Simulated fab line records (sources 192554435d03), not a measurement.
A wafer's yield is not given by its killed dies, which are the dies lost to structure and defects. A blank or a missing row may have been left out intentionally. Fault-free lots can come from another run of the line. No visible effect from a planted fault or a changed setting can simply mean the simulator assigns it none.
The same fault as seen by 3 desks + flow n5 finfet + what lay behind the numbers comes last; until then each desk has only its own

## DESK OF THE TOOL OWNER: rie diel-02
The tool's own readings at N5_BEOL_M6_ETCH_62 (etches SOC in N2/H2, target depth 110 nm, overetch 22 nm, time 165 s): means of the sampled wafers that have a number, for each lot that ran on this tool. Marked OUT: a lot whose mean sits more than 4 standard deviations from the usual mean, which makes it out of limits; the brackets give that distance.
Columns: A = drypump motor current A at N5_BEOL_M6_ETCH_62, usual 5.5 A; B = h2 flow sccm at N5_BEOL_M6_ETCH_62, usual 200.0 sccm; C = oes product au at N5_BEOL_M6_ETCH_62, usual 0.67 a.u.; D = rf vpp V at N5_BEOL_M6_ETCH_62, usual 523.9 V; E = showerhead plenum p Torr at N5_BEOL_M6_ETCH_62, usual 2.54 Torr; F = throttle valve pct at N5_BEOL_M6_ETCH_62, usual 17.80 %
| lot  | first seen here | A   | B     | C    | D     | E    | F     |
|------|-----------------|-----|-------|------|-------|------|-------|
| L110 | day 11 01:17    | 5.3 | 200.1 | 0.68 | 523.1 | 2.51 | 18.02 |
| L112 | day 11 23:00    | 5.1 | 199.7 | 0.78 | 522.4 | 2.47 | 17.99 |
| L124 | day 14 17:34    | 5.1 | 199.4 | 0.69 | 522.9 | 2.47 | 18.10 |
| L123 | day 14 17:52    | 5.4 | 200.0 | 0.61 | 525.8 | 2.59 | 17.96 |
This desk's finding: nothing out of limits on any of the 4 lots.

## THE DEFECT DESK
Inspection counts along the route, by lot: the mean over sampled wafers that carry a number. Marked OUT: a lot whose mean sits more than 4 standard deviations from the usual mean, which makes it out of limits; the brackets give that distance.
Columns: A = raw defect count at N5_BEOL_M6_INSPECT_13, usual 404
| lot  | first seen here | A   |
|------|-----------------|-----|
| L110 | day 11 01:10    | 424 |
| L112 | day 11 22:49    | 459 |
| L119 | day 13 14:50    | 353 |
| L125 | day 14 14:21    | 402 |
| L124 | day 14 17:26    | 339 |
| L123 | day 14 17:44    | 435 |
This desk's finding: nothing out of limits on any of the 6 lots.

## METROLOGY DESK
Means of the sampled wafers that have a number, per lot and without regard to the tool the lot ran on: this is what the gauges read. Marked OUT: a lot whose mean sits more than 4 standard deviations from the usual mean, which makes it out of limits; the brackets give that distance.
Columns: A = cd nm at N5_BEOL_M6_CD_MEAS_11, usual 38.6 nm; B = M6_OVL at N5_BEOL_M6_OVL_MEAS_12, usual 0.1 nm
| lot  | first seen here | A    | B    |
|------|-----------------|------|------|
| L110 | day 11 01:07    | 39.3 | 0.4  |
| L112 | day 11 22:45    | 38.5 | -0.1 |
| L119 | day 13 14:47    | 39.1 | 1.0  |
| L125 | day 14 14:18    | 39.0 | -0.2 |
| L124 | day 14 17:23    | 38.6 | -0.5 |
| L123 | day 14 17:41    | 39.0 | 0.9  |
This desk's finding: nothing out of limits on any of the 6 lots.

## PUT TOGETHER
The desk of the tool owner found nothing out of limits.
No out-of-limits result turned up at the defect desk.
At the metrology desk, nothing out of limits was observed.

## WHAT THE SIMULATOR PUT IN
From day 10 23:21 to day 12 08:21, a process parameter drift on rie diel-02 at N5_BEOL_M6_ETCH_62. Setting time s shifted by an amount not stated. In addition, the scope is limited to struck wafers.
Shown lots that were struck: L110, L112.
